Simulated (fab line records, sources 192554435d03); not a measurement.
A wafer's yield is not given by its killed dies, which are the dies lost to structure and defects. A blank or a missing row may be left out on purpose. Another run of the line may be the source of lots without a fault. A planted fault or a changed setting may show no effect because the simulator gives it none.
3 desks, one fault	flow n5 finfet	only its own numbers are on each desk; what lay behind them is given at the end

== THE DEFECT DESK ==
Per lot, the means of the sampled wafers with a number show what the inspections along the route counted. Any lot whose mean is over 4 standard deviations away from the usual mean is out of limits and marked OUT; that distance is given in the brackets.
Columns: A = raw defect count at N5_BEOL_M1_INSPECT_13, usual 419
lot	first seen here	A
L430	day 6 12:39	405
L431	day 6 14:02	453
L432	day 6 17:36	589
L435	day 7 09:09	370
L442	day 9 12:08	425
L443	day 9 17:07	345
L445	day 10 05:37	356
L448	day 10 17:41	352
L449	day 11 03:42	441
L450	day 11 07:56	355
This desk found nothing out of limits on any of the 10 lots.

== FOR THE TOOL OWNER'S DESK: litho track-04 ==
The tool's own readings at N5_BEOL_M1_COAT_67 (time 60 s, resist thk 60 nm): means of the sampled wafers that have a number, for each lot that ran on this tool. Any lot whose mean is over 4 standard deviations away from the usual mean is out of limits and marked OUT; that distance is given in the brackets.
Columns: A = heater power total W at N5_BEOL_M1_COAT_67, usual 500.5 W; B = plate temp C at N5_BEOL_M1_COAT_67, usual 250.04 C
lot	first seen here	A	B
L431	day 6 14:44	501.0	250.06
L432	day 6 18:06	501.5	249.97
L442	day 9 12:38	507.0	253.75 (+22) OUT
L443	day 9 18:04	509.6 (+5.0) OUT	253.93 (+23) OUT
L445	day 10 06:42	508.9 (+4.7) OUT	253.71 (+22) OUT
Finding of this desk: L442, L443, L445 out of limits; the first was L442 at day 9 12:38, on plate temp C at N5_BEOL_M1_COAT_67. In limits: L431, L432.

== THE METROLOGY DESK ==
What the gauges read, lot by lot, whatever tool the lot ran on: means of the sampled wafers that have a number. Any lot whose mean is over 4 standard deviations away from the usual mean is out of limits and marked OUT; that distance is given in the brackets. Of its 11 readings 7 are shown: those that lie furthest out on some lot.
Columns: A = M1_ILD_THK at N5_BEOL_M1_THK_MEAS_01, usual 79.3 nm; B = DIBL_P at N5_BEOL_M4_RC_MEAS_101, usual 34.8 mV/V; C = IOFF_N at N5_BEOL_M4_RC_MEAS_101, usual 0.15 nA/um; D = IOFF_P at N5_BEOL_M4_RC_MEAS_101, usual 0.19 nA/um; E = ION_P at N5_BEOL_M4_RC_MEAS_101, usual 462 uA/um; F = SS_N at N5_BEOL_M4_RC_MEAS_101, usual 71.4 mV/dec; G = VT_P at N5_BEOL_M4_RC_MEAS_101, usual -251 mV
lot	first seen here	A	B	C	D	E	F	G
L430	day 6 10:35	77.5	36.8	0.18	0.17	450	72.3	-256
L431	day 6 13:26	79.5	31.6	0.13	0.19	473	70.6	-250
L432	day 6 15:29	79.7	33.6	0.13	0.16	455	71.1	-256
L435	day 7 08:29	79.2	33.4	0.12	0.16	458	70.9	-252
L442	day 9 11:31	77.7	35.0	0.16	0.22	476	71.2	-249
L443	day 9 13:14	80.2	34.0	0.14	0.20	466	71.3	-249
L445	day 10 03:25	79.6	37.0	0.17	0.21	466	71.6	-252
L448	day 10 15:27	77.6	35.1	0.14	0.18	461	70.6	-252
L449	day 10 19:58	79.2	38.2	0.20	0.24	472	72.2	-248
L450	day 11 07:14	79.4	35.7	0.15	0.17	454	71.8	-256
This desk found nothing out of limits on any of the 10 lots.

== ALL TOGETHER ==
At day 9 12:38, on L442, L443, L445, the tool owner's desk was in a position to raise an alarm.
No out-of-limits result turned up at the defect desk.
Nothing out of limits was seen by the metrology desk.
The defect desk has L442, L443, L445 on record, within its limits.
The metrology desk has L442, L443, L445 on record, within its limits.
Of the lots named, all ran N5_BEOL_M1_COAT_67 on litho track-04.

== WHAT HAD BEEN PUT IN BY THE SIMULATOR ==
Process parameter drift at N5_BEOL_M1_COAT_67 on litho track-04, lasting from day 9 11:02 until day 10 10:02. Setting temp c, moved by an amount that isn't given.
Shown lots that were struck: L442, L443, L445.
Hours from the fault's start to each desk's first reading out of limits: the tool owner's desk, 2.
